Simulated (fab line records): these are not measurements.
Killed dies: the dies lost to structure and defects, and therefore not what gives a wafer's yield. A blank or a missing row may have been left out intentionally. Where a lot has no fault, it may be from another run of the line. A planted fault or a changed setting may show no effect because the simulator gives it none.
A lot that was struck, set against a sound lot | flow n5 finfet | 43 steps out of a route of 1938
Sound: the wafers L303.3, L303.5, L303.6. Wafers struck: L292.1, L292.5, L292.6. The cause comes at the end.
Each step with rows lists, per side, the tool, then ch with its chambers, then its first start. Under that, the readings that differ: sound wafers | struck wafers | difference of the means | sigmas: that difference in standard deviations of wafers without a fault.
alike: a reading whose means differ by less than 2 such deviations, as well as words and numbers matching on both sides. not compared: withheld readings; readings where some wafer has no value; bounds like >300 that might hide an equal value; numbers whose values overlap and for which the record gives no deviation.
A row with sigmas, a row that says differs or no value, or rows on one side alone: a step with any of these is where the two part. Non-overlapping numbers with no deviation appear without sigmas and do not part them. Lack of a reading on every wafer of one side parts them only where that side has two or more wafers.

first, 2 steps without rows for these wafers: N5_BEOL_M3_STRIP_83 (strips in C4F6/O2); N5_BEOL_M3_STRIP_36 (strips in N2/H2).
N5_BEOL_M3_TRENCH_ETCH_37: etches SiOC in C4F6/O2, target depth 55.555 nm, time 29.2 s.
  sound: rie diel-02 ch 0,1; struck: rie diel-03 ch 0,2,3
  alike: drypump motor current A, oes product au, rf vpp V, showerhead plenum p Torr, throttle valve pct
  not compared: rf hours counter h
then, 2 steps without rows for these wafers: N5_BEOL_M3_ETCH_41 (etches SiCN in CH3F/O2, target depth 29.9 nm, time 52.5 s); N5_BEOL_M3_STRIP_97 (strips in N2/H2, time 10 s).
N5_BEOL_M3_OCD_MEAS_38:
  sound on ocd-02 at day 11 23:52; struck on ocd-02 at day 9 00:31
  alike: trench depth nm
then, 4 steps without rows for these wafers: N5_BEOL_M3_HM_STRIP_39 (strips TiN in peroxide tin strip, target depth 25 nm, time 158 s); N5_BEOL_M3_SRD_40 (time 30 s); N5_BEOL_M3_PRECLEAN_42 (cleans in residue remover, time 60 s); N5_BEOL_M3_SRD_43 (time 30 s).
N5_BEOL_M3_CD_MEAS_35: target cd 18 nm, target cd y 21 nm.
  sound on cd sem-01 at day 12 00:01; struck on cd sem-03 at day 9 00:41
  alike: cd nm
then, 1 step without rows for these wafers: N5_BEOL_M3_DEGAS_44 (time 60 s).
N5_BEOL_M3_PRE_CLEAN_45: time 30 s.
  sound on pvd sputter-02 at day 12 00:07; struck on pvd sputter-02 at day 9 00:49
  alike: heater power w
then, 5 steps without rows for these wafers: N5_BEOL_M3_ALD_84 (deposits TaN, pulse time 2 s, purge time 3 s, co reactant purge time 2 s); N5_BEOL_M3_SURFACE_TREAT_85; N5_BEOL_M3_CVD_47 (deposits Co from CCTBA/H2, target thk 3 nm, time 223.8 s); N5_BEOL_M3_SPUTTER_48 (material Cu, target thk 4.5 nm, time 8.29 s); N5_BEOL_M3_ANNEAL_49 (time 240 s).
N5_BEOL_M3_SPUTTER_79: material Cu, target thk 4.5 nm, time 8.29 s.
  sound on pvd sputter-03 at day 12 02:13; struck on pvd sputter-01 at day 9 01:41
  alike: throttle valve pct
then, 3 steps without rows for these wafers: N5_BEOL_M3_ANNEAL_80 (time 240 s); N5_BEOL_M3_SPUTTER_81 (material Cu, target thk 4.5 nm, time 8.29 s); N5_BEOL_M3_ANNEAL_82 (time 240 s).
N5_BEOL_M3_SPUTTER_86: material Cu, target thk 4.5 nm, time 8.29 s.
  sound on pvd sputter-03 at day 12 02:40; struck on pvd sputter-01 at day 9 02:07
  alike: throttle valve pct
N5_BEOL_M3_ANNEAL_87: time 240 s.
  sound on pvd sputter-03 at day 12 02:44; struck on pvd sputter-01 at day 9 02:12
  alike: heater power w, susceptor_temp_C_max
then, 2 steps without rows for these wafers: N5_BEOL_M3_SPUTTER_88 (material Cu, target thk 4.5 nm, time 8.29 s); N5_BEOL_M3_ANNEAL_89 (time 240 s).
N5_BEOL_M3_SPUTTER_90: material Cu, target thk 4.5 nm, time 8.29 s.
  sound on pvd sputter-03 at day 12 03:06; struck on pvd sputter-01 at day 9 02:34
  alike: throttle valve pct
then, 9 steps without rows for these wafers: N5_BEOL_M3_ANNEAL_91 (time 240 s); N5_BEOL_M3_SPUTTER_92 (material Cu, target thk 4.5 nm, time 8.29 s); N5_BEOL_M3_ANNEAL_93 (time 240 s); N5_BEOL_M3_SPUTTER_94 (material Cu, target thk 4.5 nm, time 8.29 s); N5_BEOL_M3_ANNEAL_95 (time 240 s); N5_BEOL_M3_SPUTTER_96 (material Cu, target thk 4.5 nm, time 8.29 s); N5_BEOL_M3_ECD_50 (material Cu, target thk 300 nm); N5_BEOL_M3_ANNEAL_51 (time 90 s); N5_BEOL_M3_CMP_52 (polishes, stops on SiOC, t overpolish 6.8 s, target thk 40 nm).
N5_BEOL_M3_THK_MEAS_53: measures by xrf.
  sound on film metro-02 at day 12 04:33; struck on film metro-02 at day 9 06:58
  alike: M3_THK
then, 4 steps without rows for these wafers: N5_BEOL_M3_PRE_CLEAN_60 (time 15 s); N5_BEOL_M3_CO_CAP_55 (material Co, precursor CCTBA/H2, target thk 2 nm, time 102.1 s); N5_BEOL_M3_PRE_CLEAN_56 (time 15 s); N5_BEOL_M3_DEP_57 (deposits SiCN from 3MS/NH3, target thk 8 nm, time 14 s).
N5_BEOL_M3_RS_MEAS_58: measures by four-point-probe.
  sound on film metro-01 at day 12 04:49; struck on film metro-02 at day 9 07:17
  alike: M3_RS
-- record jumps: 4 days separate the struck wafers' starts on either side; left off in module BEOL_M3, taken up again in module PASSIVATION, whose first shown step is the route's number 1936 --
N5_PASSIVATION_PROBE_49:
  rows exist in the record for the struck wafers here (prober-02, day 13 18:09), but not for the sound ones

## WHERE THEY PART
N5_PASSIVATION_PROBE_49 only, going by this record.

WHY: whatever the simulator had introduced
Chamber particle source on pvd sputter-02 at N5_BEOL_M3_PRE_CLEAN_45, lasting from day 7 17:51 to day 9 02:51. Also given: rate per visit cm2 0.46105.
